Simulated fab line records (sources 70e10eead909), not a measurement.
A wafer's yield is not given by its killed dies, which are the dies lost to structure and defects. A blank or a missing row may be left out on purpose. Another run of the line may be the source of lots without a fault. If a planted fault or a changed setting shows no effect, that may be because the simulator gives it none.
Matching of chambers | flow nandHarc | aldHk-03 running NHARC_A_WL_FILL_ALD_00: 4 sister chambers
The step deposits Al2O3, target thk 3 nm, pulse time 3 s, ald cycles 30. 8 wafers are shown with their chamber, then 8 later ones without.

== WAFERS PAIRED WITH THEIR CHAMBERS ==
wafer  | chamber | heaterPowerW (W) | precursorPulseHeightRel
L533.4 | 0       | 435              | 1.003
L547.2 | 3       | 417              | 0.996
L547.4 | 1       | 500              | 1.010
L547.5 | 2       | 542              | 0.965
L551.1 | 1       | 486              | 1.012
L551.2 | 2       | 540              | 0.986
L551.3 | 3       | 423              | 0.980
L552.2 | 0       | 443              | 1.012

== WAFERS MISSING THEIR CHAMBER ==
wafer  | heaterPowerW (W) | precursorPulseHeightRel
L552.5 | 455              | 1.012
L552.6 | 496              | 1.013
L550.1 | 542              | 1.024
L550.2 | 447              | 0.977
L550.5 | 409              | 1.026
L553.1 | 422              | 1.016
L553.3 | 501              | 1.016
L553.5 | 537              | 1.002

== EACH ONE'S CHAMBER ==
wafer  | from the rows above     | in truth
L552.5 | 0                       | 0
L552.6 | 1                       | 1
L550.1 | 2                       | 2
L550.2 | can't be placed: 0 or 3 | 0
L550.5 | can't be placed: 3 or 0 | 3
L553.1 | can't be placed: 3 or 0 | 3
L553.3 | 1                       | 1
L553.5 | 2                       | 2
Placed correctly: 5 of 8. Unplaceable from these rows: 3, with the true chamber sitting among the candidates in 3. 0 placed wrongly.
How it was worked out, from the rows above alone: a wafer's distance from a chamber is the root of the sum, over the readings, of the square of ((its reading less the chamber's mean) divided by the reading's scatter). The wafer belongs to the nearest chamber; if the next one is less than 2 further off, it can't be placed. The mean given for a chamber averages the wafers shown for that chamber. How the scatter is found: for the shown wafers, subtract from each reading the mean of its chamber, square and add these, divide the total by (wafers less chambers), then take the root.
